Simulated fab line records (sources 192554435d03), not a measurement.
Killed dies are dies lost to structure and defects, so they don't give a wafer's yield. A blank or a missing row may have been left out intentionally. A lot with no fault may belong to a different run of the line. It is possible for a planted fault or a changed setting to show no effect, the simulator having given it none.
A lot that was struck, set against a sound lot :: flow n5-finfet :: 15 out of 1938 route steps
Sound: wafers L964.2, L964.3, L964.4. Wafers struck: L973.1, L973.3, L973.6. The cause is given at the end.
For every step that has rows: the tool of each side, followed by ch and its chambers, followed by its first start. Under that, the readings that differ: sound wafers :: struck wafers :: difference of the means :: sigmas: that difference in standard deviations of wafers without a fault.
alike: words and numbers the same on both sides, and readings whose means are apart by under 2 such deviations; not compared: readings that were withheld, readings missing a value for some wafer, numbers with overlapping values and no deviation given by the record, and bounds like >300 which may hide the same value.
A row with sigmas, a row that says differs or no value, or rows on one side alone: a step with any of these is where the two part. Numbers that have no deviation but don't overlap get no sigmas and don't part them. A reading that every wafer of one side lacks parts them only if that side has two wafers or more.

first, 2 steps without rows for these wafers: N5_BEOL_M11_PEB_26 (peb time 60 s); N5_BEOL_M11_DEVELOP_27 (develop time 30 s).
N5_BEOL_M11_CD_MEAS_28: the cd target is 70 nm.
  sound on cd-sem-02 ch 0, day 18 16:56; struck on cd-sem-03 ch 0, day 21 01:01
  alike: cd-nm
N5_BEOL_M11_OVL_MEAS_29:
  sound on overlay-02 ch 0, day 18 16:58; struck on overlay-02 ch 0, day 21 01:03
  alike: V10_OVL
N5_BEOL_M11_INSPECT_30: inspects for defects (brightfield).
  sound on defect-inspect-02 at day 18 16:59; struck on defect-inspect-02 at day 21 01:04
  alike: raw-defect-count
N5_BEOL_M11_DESCUM_33: chemistry O2, time 7.9 s.
  sound on rie-diel-05 ch 0,1,2, day 18 17:01; struck on rie-diel-04 ch 1,2,3, day 21 01:07
  alike: drypump-motor-current-A, oes-product-au, rf-vpp-V, showerhead-plenum-p-Torr, throttle-valve-pct
  not compared: rf-hours-counter-h
N5_BEOL_M11_ETCH_65: etches SiARC in CF4, target depth 39 nm, time 65 s.
  sound on rie-diel-05 ch 0,1,2, day 18 17:04; struck on rie-diel-04 ch 1,2,3, day 21 01:08
  alike: bias-w, drypump-motor-current-A, etch-rf-on-time-s, oes-product-au, rf-vpp-V, showerhead-plenum-p-Torr, throttle-valve-pct
  not compared: rf-hours-counter-h
N5_BEOL_M11_ETCH_66: etches SOC in N2/H2, target depth 120 nm, overetch 24 nm, time 180 s.
  sound on rie-diel-05 ch 0,1,2, day 18 17:07; struck on rie-diel-04 ch 1,2,3, day 21 01:11
  alike: bias-w, drypump-motor-current-A, oes-product-au, rf-vpp-V, showerhead-plenum-p-Torr, throttle-valve-pct
  not compared: rf-hours-counter-h
then, 1 step without rows for these wafers: N5_BEOL_M11_STRIP_69 (strips in N2/H2).
N5_BEOL_M11_VIA_ETCH_34: etches SiCOH lowk in C4F6/O2, target depth 184.5 nm, time 69.2 s.
  sound on rie-diel-05 ch 0,1,2, day 18 17:14; struck on rie-diel-04 ch 1,2,3, day 21 01:19
  alike: bias-w, drypump-motor-current-A, oes-product-au, rf-vpp-V, showerhead-plenum-p-Torr, throttle-valve-pct
  not compared: rf-hours-counter-h
then, 2 steps without rows for these wafers: N5_BEOL_M11_STRIP_73 (strips in C4F6/O2); N5_BEOL_M11_STRIP_36 (strips in N2/H2).
N5_BEOL_M11_TRENCH_ETCH_37: etches SiCOH lowk in C4F6/O2, target depth 148.83 nm, time 48 s.
  sound on rie-diel-05 ch 0,1,2, day 18 17:20; struck on rie-diel-04 ch 1,2,3, day 21 01:25
reading: bias-w (W)
sound: 185.0 184.1 185.6
struck: 169.4 170.5 169.1
difference: -15.2
sigmas: -27
  alike: drypump-motor-current-A, oes-product-au, rf-vpp-V, showerhead-plenum-p-Torr, throttle-valve-pct
  not compared: rf-hours-counter-h, model.BEOL_M11.feature-depth-nm, model.etch.depth-nm
N5_BEOL_M11_ETCH_41: etches SiCN in CH3F/O2, target depth 42.6 nm, time 86 s.
  sound: rie-diel-05 ch 0,1,2; struck: rie-diel-04 ch 1,2,3
  alike: bias-w, drypump-motor-current-A, oes-product-au, rf-vpp-V, showerhead-plenum-p-Torr, throttle-valve-pct
  not compared: rf-hours-counter-h
-- record jumps: 2 days separate the struck wafers' starts on either side; left off in module BEOL_M11, taken up again in module PASSIVATION, whose first shown step is the route's number 1936 --
N5_PASSIVATION_PROBE_49:
  sound on prober-02 at day 20 18:44; struck on prober-02 at day 23 09:11
reading: defect-limited-yield (%)
sound: 89.1 88.8 86.8
struck: 91.6 91.4 91.5
difference: +3.3
sigmas: +2

reading: killed_at_M0_to_M3
sound: 48 61 62
struck: 29 29 25
difference: -29
sigmas: -3

reading: killed-at-contacts
sound: 15 16 24
struck: 8 5 4
difference: -13
sigmas: -2

reading: killed-dies
sound: 129 132 156
struck: 99 102 100
difference: -39
sigmas: -2

reading: sort_bin_5_function (%)
sound: 6.4 6.9 8.0
struck: 5.1 4.7 4.3
difference: -2.4
sigmas: -2

reading: sort-n-pass
sound: 1051 1048 1024
struck: 1081 1078 1080
difference: +39
sigmas: +2

reading: sort-yield-pct (%)
sound: 89.1 88.8 86.8
struck: 91.6 91.4 91.5
difference: +3.3
sigmas: +2
  alike: killed_at_M4_up, killed-at-front-end, killed-at-other, killed-open, killed-short, sort_bin_6_memory, sort_bin_8_speed

== WHERE THEY PART ==
First at N5_BEOL_M11_TRENCH_ETCH_37; last, within this record, at N5_PASSIVATION_PROBE_49.

WHY: what had been put in by the simulator
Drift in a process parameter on rie-diel-04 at N5_BEOL_M11_TRENCH_ETCH_37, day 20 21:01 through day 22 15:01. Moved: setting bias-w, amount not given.
